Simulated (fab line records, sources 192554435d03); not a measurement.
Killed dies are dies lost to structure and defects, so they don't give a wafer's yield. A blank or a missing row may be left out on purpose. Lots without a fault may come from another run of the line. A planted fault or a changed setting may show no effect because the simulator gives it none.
Chamber matching | flow n5_finfet | N5_BEOL_M9_STRIP_36 on rie_diel-02: 4 sister chambers
The step strips in N2/H2. 20 wafers are shown with their chamber, then 10 later ones without.

WAFERS WITH THEIR CHAMBER
wafer  | chamber | showerhead_plenum_p_Torr (Torr) | oes_product_au (a.u.) | drypump_motor_current_A (A)
L077.2 | 2       | 2.71                            | 1.00                  | 5.7
L077.5 | 2       | 2.71                            | 1.00                  | 5.8
L077.6 | 1       | 2.40                            | 0.74                  | 5.8
L076.2 | 2       | 2.71                            | 1.00                  | 5.7
L076.3 | 3       | 2.42                            | 0.72                  | 5.8
L076.4 | 0       | 2.57                            | 0.85                  | 6.7
L079.3 | 1       | 2.40                            | 0.72                  | 5.7
L079.4 | 0       | 2.57                            | 0.85                  | 6.6
L079.6 | 2       | 2.71                            | 0.99                  | 5.8
L081.2 | 3       | 2.42                            | 0.72                  | 5.8
L081.3 | 2       | 2.71                            | 1.00                  | 5.7
L081.5 | 3       | 2.42                            | 0.72                  | 5.8
L082.3 | 2       | 2.71                            | 0.96                  | 5.7
L082.4 | 0       | 2.57                            | 0.83                  | 6.7
L082.6 | 3       | 2.42                            | 0.72                  | 5.8
L084.2 | 3       | 2.41                            | 0.71                  | 5.8
L084.4 | 1       | 2.40                            | 0.71                  | 5.7
L084.6 | 0       | 2.57                            | 0.83                  | 6.7
L090.1 | 0       | 2.56                            | 0.83                  | 6.7
L090.3 | 3       | 2.41                            | 0.71                  | 5.9

SIGNATURES (means of the wafers above)
reading                  | chamber 0 | chamber 1 | chamber 2 | chamber 3 | scatter within a chamber
showerhead_plenum_p_Torr | 2.5680    | 2.4000    | 2.7100    | 2.4167    | 0.00365
oes_product_au           | 0.8380    | 0.7233    | 0.9917    | 0.7167    | 0.0122
drypump_motor_current_A  | 6.680     | 5.733     | 5.733     | 5.817     | 0.0477
Rule: a wafer's distance from a chamber is the root of the sum, over the readings, of the square of ((its reading less the chamber's mean) divided by the reading's scatter). The wafer belongs to the nearest chamber; if the next one is less than 2 further off, it can't be placed. The scatter: the root of (the sum of the squares of (reading less its chamber's mean) over the shown wafers, divided by (wafers less chambers)).

WAFERS WITHOUT THEIR CHAMBER
wafer  | showerhead_plenum_p_Torr (Torr) | oes_product_au (a.u.) | drypump_motor_current_A (A)
L090.5 | 2.70                            | 0.93                  | 5.7
L092.1 | 2.39                            | 0.70                  | 5.7
L092.3 | 2.70                            | 0.92                  | 5.7
L092.4 | 2.56                            | 0.82                  | 6.6
L093.1 | 2.56                            | 0.81                  | 6.7
L093.5 | 2.41                            | 0.70                  | 5.8
L093.6 | 2.70                            | 0.90                  | 5.7
L094.2 | 2.70                            | 0.91                  | 5.7
L094.3 | 2.56                            | 0.82                  | 6.7
L094.5 | 2.70                            | 0.91                  | 5.7

WHICH CHAMBER EACH WENT THROUGH
wafer  | from the rows above     | in truth
L090.5 | 2                       | 2
L092.1 | 1                       | 1
L092.3 | 2                       | 2
L092.4 | 0                       | 0
L093.1 | 0                       | 0
L093.5 | can't be placed: 3 or 1 | 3
L093.6 | 2                       | 2
L094.2 | 2                       | 2
L094.3 | 0                       | 0
L094.5 | 2                       | 2
Placed correctly: 9 of 10. Can't be placed from these rows: 1 (the true chamber is among the candidates in 1). Placed wrongly: 0.
